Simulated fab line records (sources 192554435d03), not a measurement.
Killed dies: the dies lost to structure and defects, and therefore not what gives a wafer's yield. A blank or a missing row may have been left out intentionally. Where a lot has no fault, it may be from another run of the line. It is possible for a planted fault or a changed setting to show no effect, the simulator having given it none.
A single fault, viewed from 2 desks ; flow n5 finfet ; what lay behind the numbers comes last; until then each desk has only its own

== FOR THE TOOL OWNER'S DESK: ald sin-01 ==
The tool's own readings at N5_DUMMY_GATE_ALD_02 (deposits SiO2, target thk 2 nm, pulse time 1 s): means of the sampled wafers that have a number, for each lot that ran on this tool. Marked OUT: a lot whose mean sits more than 4 standard deviations from the usual mean, which makes it out of limits; the brackets give that distance.
Columns: A = heater power w at N5_DUMMY_GATE_ALD_02, usual 469 W; B = precursor pulse height rel at N5_DUMMY_GATE_ALD_02, usual 1.000
lot;first seen here;A;B
L862;day 2 20:40;509;0.983
L871;day 5 01:36;375;0.978
L877;day 6 12:17;408;0.988
This desk's verdict: no lot among the 3 shows anything out of limits.

== FROM THE METROLOGY DESK ==
Means of the sampled wafers that have a number, per lot and without regard to the tool the lot ran on: this is what the gauges read. Marked OUT: a lot whose mean sits more than 4 standard deviations from the usual mean, which makes it out of limits; the brackets give that distance. Of its 10 readings 7 are shown: those that lie furthest out on some lot.
Columns: A = DIBL_P at N5_BEOL_M4_RC_MEAS_101, usual 37.3 mV/V; B = ION_N at N5_BEOL_M4_RC_MEAS_101, usual 675 uA/um; C = ION_P at N5_BEOL_M4_RC_MEAS_101, usual 460 uA/um; D = SS_N at N5_BEOL_M4_RC_MEAS_101, usual 71.7 mV/dec; E = SS_P at N5_BEOL_M4_RC_MEAS_101, usual 73.6 mV/dec; F = VT_N at N5_BEOL_M4_RC_MEAS_101, usual 249 mV; G = VT_P at N5_BEOL_M4_RC_MEAS_101, usual -250 mV
lot;first seen here;A;B;C;D;E;F;G
L862;day 8 02:00;38.5;685;467;72.1;74.0;249;-248
L871;day 10 09:22;34.4;672;468;71.5;73.1;252;-248
L877;day 12 21:37;37.4;674;456;72.5;72.8;249;-252
L882;day 13 20:37;36.6;658;449;72.0;73.5;251;-254
This desk's verdict: no lot among the 4 shows anything out of limits.

== TAKEN TOGETHER ==
The desk of the tool owner found nothing out of limits.
The metrology desk saw nothing out of limits.

== WHAT WAS PUT IN BY THE SIMULATOR ==
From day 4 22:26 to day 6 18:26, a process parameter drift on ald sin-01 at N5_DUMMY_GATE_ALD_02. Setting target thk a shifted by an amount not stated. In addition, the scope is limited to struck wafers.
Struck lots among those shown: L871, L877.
